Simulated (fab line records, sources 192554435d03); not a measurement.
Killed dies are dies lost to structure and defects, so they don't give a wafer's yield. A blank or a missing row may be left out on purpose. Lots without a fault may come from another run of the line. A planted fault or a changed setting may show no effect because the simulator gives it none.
Split-lot experiment | flow n5_finfet | 7 lots, 21 wafers read, on a route of 1938 steps

THE SPLIT
At N5_BEOL_M6_ETCH_61 (etches SiARC in CF4, target depth 45.5 nm, time 75.8 s), the setting bias_w was moved away from the recipe's 36 W on 12 of the 21 wafers read, by -11.5% to +16.5%. The other wafers ran this setting at the recipe's value.

The reading is taken at the split's own step.

THE READING
rf_vpp_V, in V, at N5_BEOL_M6_ETCH_61 (etches SiARC in CF4, target depth 45.5 nm, time 75.8 s). Fault-free wafers of this fab line usually give 184.4 V, standard deviation 1.3 V.

wafer  | tool, chamber at the split | bias_w as run, W | against the recipe | rf_vpp_V, V | against lot-mates on the recipe
L074.4 | rie_diel-04, 2             | 37.96            | +5.4%              | 191.5       | +7.7
L074.5 | rie_diel-04, 1             | 37.96            | +5.4%              | 190.1       | +6.3
L074.6 | rie_diel-04, 0             | 36               | recipe             | 183.8       | -
L075.2 | rie_diel-06, 1             | 32.32            | -10.2%             | 171.3       | -13.5
L075.4 | rie_diel-06, 0             | 32.32            | -10.2%             | 172.7       | -12.1
L075.6 | rie_diel-06, 3             | 36               | recipe             | 184.8       | -
L078.2 | rie_diel-04, 0             | 41.95            | +16.5%             | 205.1       | +19.2
L078.3 | rie_diel-04, 1             | 41.95            | +16.5%             | 202.9       | +17.0
L078.5 | rie_diel-04, 2             | 36               | recipe             | 185.9       | -
L080.4 | rie_diel-02, 1             | 36               | recipe             | 185.7       | -
L080.5 | rie_diel-02, 3             | 36               | recipe             | 183.7       | -
L080.6 | rie_diel-02, 0             | 38.23            | +6.2%              | 189.1       | +4.4
L083.2 | rie_diel-02, 0             | 31.86            | -11.5%             | 169.2       | -13.5
L083.3 | rie_diel-02, 2             | 31.86            | -11.5%             | 170.3       | -12.4
L083.4 | rie_diel-02, 0             | 36               | recipe             | 182.7       | -
L085.2 | rie_diel-02, 3             | 36               | recipe             | 183.9       | -
L085.3 | rie_diel-02, 0             | 36               | recipe             | 183.6       | -
L085.4 | rie_diel-02, 2             | 36               | recipe             | 183.4       | -
L086.3 | rie_diel-06, 2             | 32.72            | -9.1%              | 172.2       | no lot-mate on the recipe
L086.5 | rie_diel-06, 3             | 32.72            | -9.1%              | 174.6       | no lot-mate on the recipe
L086.6 | rie_diel-06, 0             | 32.72            | -9.1%              | 173.3       | no lot-mate on the recipe

THE FIT
A straight line over all 21 wafers: rf_vpp_V changes by +1.19 V for each +1% of bias_w; r = +0.99; the points scatter about the line by 1.1 V.
The same after taking each lot's own level away (the mean of its wafers on the recipe; 18 wafers): +1.13 V for each +1%; r = +0.99; scatter 1.1 V.
On that fit, the largest move of bias_w shifts the reading by 19 V.
The lots' own levels span 182.70 to 185.90 V, that is 2.5 times the standard deviation above.
So the lot-to-lot level changes the slope little: the two slopes agree.
Check: with one of the wafers moved furthest among these (+16.5%) left out of the fit, the line predicts +18.1 V for it against its lot-mates. It came out at +19.2 V against them.
Tool readings at the split's step, against how far the setting was moved: rf_vpp_V r = +0.99.

THE FILE'S OWN FIT
rf_vpp_V changes by +1.12 V for each +1% of bias_w, r = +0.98.
